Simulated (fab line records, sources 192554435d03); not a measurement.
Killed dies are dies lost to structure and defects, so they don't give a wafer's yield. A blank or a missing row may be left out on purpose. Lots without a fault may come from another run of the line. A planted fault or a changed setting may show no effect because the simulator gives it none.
Which tool did it? | flow n5_finfet | 8 lots, 24 wafers sampled, at 2 steps of a route of 1938

WHAT THE GAUGES READ, wafer by wafer
N5_MOL_CONTACT_COAG_INSPECT_57: inspects for defects (brightfield). Usual: raw_defect_count 203, standard deviation 50.
lot  | measured     | on                | raw_defect_count | flag
L245 | day 5 05:11  | defect_inspect-01 | 149 130 137      |
L247 | day 5 14:19  | defect_inspect-02 | 224 135 235      |
L251 | day 6 15:59  | defect_inspect-02 | 197 231 237      |
L253 | day 7 00:26  | defect_inspect-01 | 262 213 212      |
L254 | day 7 04:36  | defect_inspect-02 | 204 236 246      |
L256 | day 7 18:22  | defect_inspect-01 | 172 164 251      |
L264 | day 9 18:56  | defect_inspect-02 | 145 110 157      |
L266 | day 10 06:50 | defect_inspect-02 | 219 225 274      |

WHICH TOOL RAN EACH LOT (tool, then ch and the chambers of the sampled wafers, then the start)
lot  | N5_MOL_CONTACT_COAG_ALD_123
L245 | ald_sin-04 ch 0,1,3, day 5 04:08
L247 | ald_sin-04 ch 2,3, day 5 13:14
L251 | ald_sin-04 ch 0,3, day 6 15:03
L253 | ald_sin-01 ch 0,1,3, day 6 23:30
L254 | ald_sin-02 ch 1,2,3, day 7 03:33
L256 | ald_sin-01 ch 0,1,2, day 7 17:26
L264 | ald_sin-01 ch 1,3, day 9 18:00
L266 | ald_sin-02 ch 0,1,3, day 10 05:46
- N5_MOL_CONTACT_COAG_ALD_123: deposits SiNx, target thk 5 nm, pulse time 1 s, purge time 2 s.

WHAT THE TOOLS THEMSELVES READ (means of the sampled wafers that have a number; where no wafer has one, the mark that the record gives instead)
N5_MOL_CONTACT_COAG_ALD_123. Usual: heater_power_w 870 W, standard deviation 71; precursor_pulse_height_rel 0.998, standard deviation 0.02.
lot  | tool       | heater_power_w (W) | precursor_pulse_height_rel | flag
L245 | ald_sin-04 | 832                | 0.997                      |
L247 | ald_sin-04 | 907                | 0.993                      |
L251 | ald_sin-04 | 809                | 1.007                      |
L253 | ald_sin-01 | 847                | 0.988                      |
L254 | ald_sin-02 | 853                | 1.007                      |
L256 | ald_sin-01 | 823                | 1.002                      |
L264 | ald_sin-01 | 893                | 0.983                      |
L266 | ald_sin-02 | 912                | 1.013                      |

THE ANSWER, worked out from the rows above alone
Rule: a lot is off if the mean of its wafers that have a number lies more than 3 standard deviations from the usual mean. A lot without any number at a reading at which 4 lots or more have one is off too. The other lots that the step has rows for count as sound. The gauges are gone through in route order, then the tools' own readings, and for those a lot's mean is taken as printed above. The first step at which some lot is off is used, and at that step the reading that is off furthest; a lot without a number counts as furthest.
No lot is off at any reading shown: from this, nothing can be told.

WHAT THE SIMULATOR HAD PUT IN
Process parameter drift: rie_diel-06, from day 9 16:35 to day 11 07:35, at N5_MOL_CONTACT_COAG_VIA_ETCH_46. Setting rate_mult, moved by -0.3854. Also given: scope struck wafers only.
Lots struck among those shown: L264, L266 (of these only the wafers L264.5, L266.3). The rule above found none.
